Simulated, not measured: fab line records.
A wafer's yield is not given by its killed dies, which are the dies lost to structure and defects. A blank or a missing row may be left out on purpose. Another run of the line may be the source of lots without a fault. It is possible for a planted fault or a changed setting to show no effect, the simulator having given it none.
A struck lot beside a sound one || flow nand-harc || 15 out of 1159 route steps
Sound: wafers L816.2, L816.4, L816.6. The struck wafers were L823.1, L823.5, L823.6. The cause is named last.
Each step with rows lists, per side, the tool, then ch with its chambers, then its first start. Under that, the readings that differ: sound wafers || struck wafers || difference of the means || sigmas: that difference in standard deviations of wafers without a fault.
alike: same words and numbers on both sides, and readings whose means sit less than 2 such deviations apart. not compared: any withheld reading, any reading some wafer has no value for, any bound like >300 that may hide the same value, and any number with overlapping values for which the record gives no deviation.
Wherever a step has rows on one side only, a row that says differs or no value, or a row with sigmas, the two part there. Non-overlapping numbers with no deviation appear without sigmas and do not part them. A reading that every wafer of one side lacks parts them only if that side has two wafers or more.

first, 1 step without rows for these wafers: NHARC_A_CONTACT_DEVELOP_68 (develop time 35 s).
NHARC_A_CONTACT_CD_MEAS_69 targets a cd of 200 nm.
  sound on cd-sem-03 ch 0, day 17 05:28; struck on cd-sem-03 ch 0, day 19 22:19
  alike: cd-nm
NHARC_A_CONTACT_OVL_MEAS_70:
  sound on overlay-02 at day 17 05:34; struck on overlay-02 at day 19 22:24
  alike: overlay-x-nm, overlay-y-nm
NHARC_A_CONTACT_INSPECT_71:
  sound on defect-inspect-01 at day 17 05:35; struck on defect-inspect-01 at day 19 22:26
  alike: raw-defect-count
NHARC_A_CONTACT_DESCUM_74: chemistry O2, time 3 s.
  sound on rie-diel-02 ch 0,2,3, day 17 05:39; struck on rie-diel-02 ch 0,1,2, day 19 22:31
  alike: drypump-motor-current-A, oes-product-au, rf-vpp-V, showerhead-plenum-p-Torr, throttle-valve-pct
  not compared: rf-hours-counter-h
NHARC_A_CONTACT_ETCH_75: etches the open film in CF4, target depth 39 nm, time 65 s.
  sound on rie-diel-02 ch 0,3, day 17 05:44; struck on rie-diel-02 ch 1,2, day 19 22:35
  alike: bias-w, cf4-flow-sccm, drypump-motor-current-A, oes-product-au, rf-fwd-power-W, rf-vpp-V, showerhead-plenum-p-Torr, throttle-valve-pct
  not compared: rf-hours-counter-h
NHARC_A_CONTACT_ETCH_76: etches the open film in N2/H2, target depth 260 nm, time 475.3 s.
  sound: rie-diel-02 ch 0,2,3; struck: rie-diel-02 ch 0,1,2
  alike: bias-w, chamber-pressure-mTorr, drypump-motor-current-A, h2-flow-sccm, oes-product-au, rf-fwd-power-W, rf-vpp-V, showerhead-plenum-p-Torr, throttle-valve-pct
  not compared: rf-hours-counter-h
then, 3 steps without rows for these wafers: NHARC_A_CONTACT_ETCH_77 (etches the open film in CF4/CHF3, target depth 72.6 nm, time 36.3 s); NHARC_A_CONTACT_ETCH_78 (etches the open film in O2/COS, target depth 2800 nm, time 728 s); NHARC_A_CONTACT_ETCH_124 (etches the open film in C4F8/O2/Ar, time 140 s, target depth 700 nm).
NHARC_A_CONTACT_ETCH_125: etches the open film in C4F8/O2/Ar, time 155 s, target depth 956 nm.
  sound on har-cap-etch-01 ch 0, day 17 07:04; struck on har-cap-etch-01 ch 0,1, day 19 23:49
  alike: chamber-pressure-mTorr, oes-air-line-au
  not compared: rf-hours-counter-h
NHARC_A_CONTACT_ETCH_126: etches the open film in C4F8/O2/Ar, time 155 s, target depth 956 nm.
  sound on har-cap-etch-01 ch 0, day 17 07:16; struck on har-cap-etch-01 ch 0,1, day 19 23:58
  alike: chamber-pressure-mTorr, oes-air-line-au
  not compared: rf-hours-counter-h
NHARC_A_CONTACT_ETCH_127: etches the open film in C4F8/O2/Ar, time 155 s, target depth 956 nm.
  sound on har-cap-etch-01 ch 0, day 17 07:27; struck on har-cap-etch-01 ch 0,1, day 20 00:07
  no value came back on the struck wafers for chamber-pressure-mTorr (mTorr), oes-air-line-au (a.u.); on the sound wafers chamber-pressure-mTorr (mTorr) reads 20.016 20.034 19.985
  not compared: rf-hours-counter-h
then, 1 step without rows for these wafers: NHARC_A_CONTACT_ETCH_128 (etches the open film in C4F8/O2/Ar, time 155 s, target depth 956 nm).
-- break in the record here, with 3 days between the starts of the struck wafers on either side (left off in module A_CONTACT, picked up again in module END, where the first step shown is number 1159 on the route) --
NHARC_END_SORT_01:
  the record has rows for the struck wafers here (prober-01 ch 0, day 22 15:26) and none for the sound ones

WHERE THEY PART
Earliest at NHARC_A_CONTACT_ETCH_127; latest, in this record, at NHARC_END_SORT_01.

WHY: what the simulator had put in
Beginning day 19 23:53, the whole step at NHARC_A_CONTACT_ETCH_127 was skipped on har-cap-etch-01. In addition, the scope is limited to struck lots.
